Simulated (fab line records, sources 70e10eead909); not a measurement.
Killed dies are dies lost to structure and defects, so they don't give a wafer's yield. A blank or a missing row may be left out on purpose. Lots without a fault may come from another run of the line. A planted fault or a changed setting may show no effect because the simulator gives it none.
A struck lot beside a sound one | flow nand_harc | 39 steps out of a route of 1159
Sound: wafers L878.2, L878.5, L878.6. Struck: wafer L884.3. (L884.4, L884.5 of the same lot were not struck and are left out.) The cause comes at the end.
At each step with rows: each side's tool, then ch and its chambers, then its first start. Under that, the readings that differ: sound wafers | struck wafers | difference of the means | sigmas: that difference in standard deviations of wafers without a fault.
alike: readings whose means differ by less than 2 such deviations, and words and numbers that are the same on both sides. not compared: withheld readings, readings that some wafer has no value for, bounds like >300 that may hide the same value, and numbers for which the record gives no deviation and whose values overlap.
The two part at a step that has a row with sigmas, a row that says differs or no value, or rows on one side only. Numbers that don't overlap but have no deviation are shown without sigmas and don't part them. A reading that every wafer of one side lacks parts them only if that side has two wafers or more.

first, 10 steps without rows for these wafers: NHARC_A_CHANNEL_HOLE_D1_DEP_00 (deposits aC, target thk 3100 nm); NHARC_A_CHANNEL_HOLE_D1_DEP_01 (deposits SiON, target thk 140 nm); NHARC_A_CHANNEL_HOLE_D1_DEHYDRATE_02 (time 120 s); NHARC_A_CHANNEL_HOLE_D1_HMDS_03 (time 30 s); NHARC_A_CHANNEL_HOLE_D1_COAT_36 (time 75 s); NHARC_A_CHANNEL_HOLE_D1_COAT_37 (time 65 s); NHARC_A_CHANNEL_HOLE_D1_COAT_04 (resist thk 90 nm); NHARC_A_CHANNEL_HOLE_D1_SOFTBAKE_05 (time 55 s); NHARC_A_CHANNEL_HOLE_D1_EBR_06; NHARC_A_CHANNEL_HOLE_D1_EXPOSE_07 (exposes mask HOLE D1, target cd 100 nm).
NHARC_A_CHANNEL_HOLE_D1_PEB_08: peb time 65 s.
  sound on litho_track-04 ch 0, day 9 00:43; struck on litho_track-04 ch 0, day 10 14:47
then, 1 step without rows for these wafers: NHARC_A_CHANNEL_HOLE_D1_DEVELOP_09 (develop time 35 s).
NHARC_A_CHANNEL_HOLE_D1_CD_MEAS_10: target cd 100 nm.
  sound on cd_sem-02 ch 0, day 9 00:48; struck on cd_sem-03 ch 0, day 10 14:52
  reading    | sound           | struck | difference | sigmas
  cd_nm (nm) | 100.1 99.9 99.9 | 107.2  | +7.2       | +20
NHARC_A_CHANNEL_HOLE_D1_DESCUM_15: chemistry O2, time 3 s.
  sound on rie_diel-07 ch 2,3, day 9 00:59; struck on rie_diel-01 ch 1, day 10 15:04
  reading                            | sound             | struck | difference | sigmas
  model.A_CHANNEL_HOLE_D1.cd_nm (nm) | 99.33 99.53 99.96 | 107.8  | +8.2       |
  alike: drypump_motor_current_A, mfc_ar_sccm, oes_product_au, rf_vpp_V, showerhead_plenum_p_Torr, throttle_valve_pct
  not compared: rf_hours_counter_h
then, 4 steps without rows for these wafers: NHARC_A_CHANNEL_HOLE_D1_ETCH_38 (etches the open film in CF4, target depth 39 nm, time 65 s); NHARC_A_CHANNEL_HOLE_D1_ETCH_39 (etches the open film in N2/H2, target depth 260 nm, time 325 s); NHARC_A_CHANNEL_HOLE_D1_ETCH_34 (etches the open film in CF4/CHF3, target depth 154 nm, time 77 s); NHARC_A_CHANNEL_HOLE_D1_ETCH_16 (etches the open film in O2/COS, target depth 3100 nm, time 806 s).
NHARC_A_CHANNEL_HOLE_D1_CD_MEAS_18:
  sound on cd_sem-02, day 9 02:07; struck on cd_sem-03, day 10 16:11
  reading    | sound          | struck | difference | sigmas
  cd_nm (nm) | 99.4 98.7 96.1 | 105.8  | +7.7       | +5
then, 12 steps without rows for these wafers: NHARC_A_CHANNEL_HOLE_D1_ETCH_19 (etches the open film in C4F8/O2/Ar, time 34.5 s); NHARC_A_CHANNEL_HOLE_D1_ETCH_20 (etches the open film in C4F8/O2/Ar, time 361.9 s, target depth 1600 nm); NHARC_A_CHANNEL_HOLE_D1_ETCH_21 (etches the open film in C4F8/O2/Ar, time 514.3 s, target depth 1600 nm); NHARC_A_CHANNEL_HOLE_D1_ETCH_22 (etches the open film in C4F8/O2/Ar, time 666.7 s, target depth 1600 nm); NHARC_A_CHANNEL_HOLE_D1_ETCH_23 (etches the open film in C4F8/O2/Ar, time 819 s, target depth 1600 nm); NHARC_A_CHANNEL_HOLE_D1_ETCH_24 (etches the open film in C4F8/O2/Ar, time 906.2 s, target depth 1500 nm); NHARC_A_CHANNEL_HOLE_D1_ETCH_25 (etches the open film in C4F8/O2/Ar, time 1040.2 s, target depth 1500 nm); NHARC_A_CHANNEL_HOLE_D1_ETCH_26 (etches the open film in C4F8/O2/Ar, time 224.1 s, target depth 300 nm); NHARC_A_CHANNEL_HOLE_D1_ETCH_33 (etches the open film in C4F8/O2/Ar, time 90 s, target depth 400 nm); NHARC_A_CHANNEL_HOLE_D1_STRIP_41 (strips in N2/H2); NHARC_A_CHANNEL_HOLE_D1_STRIP_42 (strips in CF4/CHF3); NHARC_A_CHANNEL_HOLE_D1_STRIP_43 (strips in O2/COS).
NHARC_A_CHANNEL_HOLE_D1_ETCH_44: etches the open film in CF4/O2, target depth 140 nm, overetch 14 nm, time 77 s.
  sound on rie_diel-03 ch 1,2,3, day 9 07:04; struck on rie_diel-03 ch 3, day 10 21:20
  reading                            | sound             | struck | difference | sigmas
  rf_vpp_V (V)                       | 199.5 194.9 195.6 | 200.8  | +4.1       | +3
  model.A_CHANNEL_HOLE_D1.cd_nm (nm) | 90.5 89.48 90.52  | 97.16  | +6.99      |
  alike: drypump_motor_current_A, mfc_ar_sccm, oes_product_au, showerhead_plenum_p_Torr, throttle_valve_pct
  not compared: rf_hours_counter_h
then, 3 steps without rows for these wafers: NHARC_A_CHANNEL_HOLE_D1_STRIP_27 (strips in O2); NHARC_A_CHANNEL_HOLE_D1_PRECLEAN_28 (cleans in SC1); NHARC_A_CHANNEL_HOLE_D1_SRD_29.
NHARC_A_CHANNEL_HOLE_D1_CD_MEAS_30:
  sound on cd_sem-01, day 9 07:50; struck on cd_sem-01, day 10 22:08
  reading    | sound          | struck | difference | sigmas
  cd_nm (nm) | 90.0 89.4 90.2 | 96.9   | +7.0       | +9
NHARC_A_CHANNEL_HOLE_D1_XSEM_31:
  sound on xsem-02 ch 0, day 9 07:56; struck on xsem-02 ch 0, day 10 22:13
  reading        | sound          | struck | difference | sigmas
  bot_cd_nm (nm) | 75.2 74.1 74.8 | 82.4   | +7.7       | +8
  alike: bow_nm, tilt_deg
-- the record jumps here: 10 days lie between the struck wafers' starts before and after (it left off in module A_CHANNEL_HOLE_D1 and takes up again in module END, whose first step shown is number 1158 of the route) --
NHARC_END_WLT_00:
  sound on prober-02, day 19 20:28; struck on prober-02, day 21 07:07
  reading                           | sound             | struck | difference | sigmas
  VT_DECK1_BOTTOM                   | 0.870 0.870 0.879 | 0.898  | +0.025     | +4
  VT_DECK1_BOTTOM_INNER             | 0.867 0.867 0.876 | 0.891  | +0.021     | +3
  VT_DECK1_MEDIAN_NEAR_BOTTOM       | 0.870 0.866 0.873 | 0.884  | +0.014     | +3
  VT_DECK1_MEDIAN_NEAR_BOTTOM_INNER | 0.865 0.863 0.870 | 0.886  | +0.020     | +3
  VT_DECK1_MIDDLE_INNER             | 0.885 0.877 0.877 | 0.896  | +0.016     | +2
  alike: VT_DECK1_MIDDLE, VT_DECK1_TOP, VT_DECK1_TOP_INNER
NHARC_END_SORT_01:
  sound on prober-02 ch 0, day 19 23:47; struck on prober-02 ch 0, day 21 10:42
  alike: killed_at_array, killed_at_other, killed_at_periphery, killed_dies, killed_open, killed_short

WHERE THEY PART
First at NHARC_A_CHANNEL_HOLE_D1_CD_MEAS_10; last, within this record, at NHARC_END_WLT_00. Later steps at which nothing parts them and some readings are alike: NHARC_END_SORT_01.

WHY: what the simulator had put in
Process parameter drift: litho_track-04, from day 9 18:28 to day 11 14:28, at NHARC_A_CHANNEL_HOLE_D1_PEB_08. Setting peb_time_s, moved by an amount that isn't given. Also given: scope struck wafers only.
